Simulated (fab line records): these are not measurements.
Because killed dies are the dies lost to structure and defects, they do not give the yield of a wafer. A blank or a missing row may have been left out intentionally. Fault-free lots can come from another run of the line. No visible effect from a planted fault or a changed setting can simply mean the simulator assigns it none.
Matching of chambers | flow nand-harc | rie-diel-05 running NHARC_P_ZERO_WELL_ETCH_65: 3 sister chambers
The step etches the open film in N2/H2, target depth 80 nm, overetch 24 nm, time 87.88 s. 14 wafers are shown with their chamber, then 5 later ones without.

== EACH WAFER AND ITS CHAMBER ==
wafer  | chamber | showerhead-plenum-p-Torr (Torr) | drypump-motor-current-A (A) | rf-vpp-V (V)
L082.1 | 0       | 2.13                            | 6.0                         | 433.3
L082.4 | 2       | 2.00                            | 5.0                         | 427.9
L082.5 | 3       | 2.14                            | 5.2                         | 434.4
L083.1 | 0       | 2.13                            | 6.0                         | 431.7
L083.5 | 3       | 2.14                            | 5.2                         | 433.1
L083.6 | 0       | 2.13                            | 6.0                         | 433.0
L085.2 | 0       | 2.13                            | 6.0                         | 432.4
L085.3 | 3       | 2.14                            | 5.2                         | 432.1
L085.5 | 2       | 2.00                            | 5.0                         | 428.8
L092.1 | 3       | 2.14                            | 5.2                         | 434.8
L092.2 | 0       | 2.12                            | 6.1                         | 432.2
L092.4 | 2       | 2.00                            | 5.0                         | 428.3
L093.1 | 0       | 2.12                            | 6.0                         | 432.0
L093.3 | 3       | 2.14                            | 5.2                         | 432.9

SIGNATURES (averages over the wafers above)
reading                  | chamber 0 | chamber 2 | chamber 3 | scatter within a chamber
showerhead-plenum-p-Torr | 2.1267    | 2.0000    | 2.1400    | 0.00348
drypump-motor-current-A  | 6.017     | 5.000     | 5.200     | 0.0275
rf-vpp-V                 | 432.433   | 428.333   | 433.460   | 0.811
Rule: a wafer's distance from a chamber is the root of the sum, over the readings, of the square of ((its reading less the chamber's mean) divided by the reading's scatter). If the next closest chamber is less than 2 further off than the closest, the wafer can't be placed; otherwise it belongs to the closest. The scatter: the root of (the sum of the squares of (reading less its chamber's mean) over the shown wafers, divided by (wafers less chambers)).

== WAFERS MISSING THEIR CHAMBER ==
wafer  | showerhead-plenum-p-Torr (Torr) | drypump-motor-current-A (A) | rf-vpp-V (V)
L095.3 | 2.14                            | 5.2                         | 431.5
L095.5 | 2.12                            | 6.1                         | 433.2
L095.6 | 2.14                            | 5.2                         | 433.0
L096.1 | 2.00                            | 5.0                         | 429.6
L096.5 | 2.12                            | 6.1                         | 434.5

== CHAMBER TAKEN BY EACH ==
wafer  | from the rows above | in truth
L095.3 | 3                   | 3
L095.5 | 0                   | 0
L095.6 | 3                   | 3
L096.1 | 2                   | 2
L096.5 | 0                   | 0
Correctly placed: 5 of 5. Not placeable from these rows: 0. 0 placed wrongly.
